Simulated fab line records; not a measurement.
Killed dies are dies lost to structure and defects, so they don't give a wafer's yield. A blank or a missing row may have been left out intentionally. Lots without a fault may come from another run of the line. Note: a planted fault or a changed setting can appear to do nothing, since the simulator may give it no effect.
Matching of chambers | flow nandHarc | rieDiel-09 running NHARC_A_CHANNEL_HOLE_D1_DESCUM_15: 4 sister chambers
The step chemistry O2, time 3 s. 16 wafers are shown with their chamber, then 8 later ones without.

## EACH WAFER AND ITS CHAMBER
wafer  | chamber | showerheadPlenumPTorr (Torr) | drypumpMotorCurrentA (A) | oesProductAu (a.u.)
L074.1 | 3       | 1.95                         | 5.8                      | 0.989
L074.2 | 1       | 2.00                         | 5.8                      | 1.009
L074.3 | 2       | 2.00                         | 6.1                      | 0.989
L077.1 | 3       | 1.95                         | 5.8                      | 0.983
L077.3 | 2       | 2.00                         | 6.0                      | 0.991
L077.4 | 0       | 1.80                         | 5.5                      | 0.996
L081.1 | 2       | 2.00                         | 6.1                      | 0.985
L081.2 | 1       | 1.99                         | 5.7                      | 0.992
L081.5 | 2       | 2.00                         | 6.1                      | 0.971
L081.3 | 0       | 1.80                         | 5.5                      | 0.988
L081.4 | 3       | 1.95                         | 5.8                      | 0.976
L081.6 | 3       | 1.95                         | 5.8                      | 0.987
L084.4 | 1       | 1.99                         | 5.8                      | 1.000
L084.5 | 1       | 1.99                         | 5.7                      | 1.006
L084.6 | 0       | 1.80                         | 5.5                      | 1.003
L090.1 | 0       | 1.80                         | 5.5                      | 1.004

SIGNATURES (means of the wafers above)
reading               | chamber 0 | chamber 1 | chamber 2 | chamber 3 | scatter within a chamber
showerheadPlenumPTorr | 1.8000    | 1.9925    | 2.0000    | 1.9500    | 0.0025
drypumpMotorCurrentA  | 5.500     | 5.750     | 6.075     | 5.800     | 0.0382
oesProductAu          | 0.99775   | 1.00175   | 0.98400   | 0.98375   | 0.00751
Rule: a wafer lies at a distance from a chamber equal to the root of the sum of squares, over the readings, of (its reading less the chamber's mean, divided by the reading's scatter). If the next closest chamber is less than 2 further off than the closest, the wafer can't be placed; otherwise it belongs to the closest. The scatter is the square root of a quotient: the sum, over the shown wafers, of each reading's squared deviation from its chamber's mean, divided by wafers minus chambers.

## WAFERS WITH NO CHAMBER GIVEN
wafer  | showerheadPlenumPTorr (Torr) | drypumpMotorCurrentA (A) | oesProductAu (a.u.)
L090.4 | 2.00                         | 6.1                      | 0.992
L090.6 | 1.80                         | 5.5                      | 1.007
L092.1 | 2.00                         | 6.1                      | 0.997
L092.2 | 1.99                         | 5.8                      | 0.985
L092.6 | 1.95                         | 5.8                      | 1.001
L095.3 | 2.00                         | 6.1                      | 1.004
L095.4 | 1.95                         | 5.8                      | 1.016
L095.5 | 2.00                         | 6.1                      | 1.012

## THE CHAMBER EACH PASSED THROUGH
wafer  | from the rows above | in truth
L090.4 | 2                   | 2
L090.6 | 0                   | 0
L092.1 | 2                   | 2
L092.2 | 1                   | 1
L092.6 | 3                   | 3
L095.3 | 2                   | 2
L095.4 | 3                   | 3
L095.5 | 2                   | 2
8 of 8 placed correctly. Left unplaced by these rows: 0. Number placed wrongly: 0.
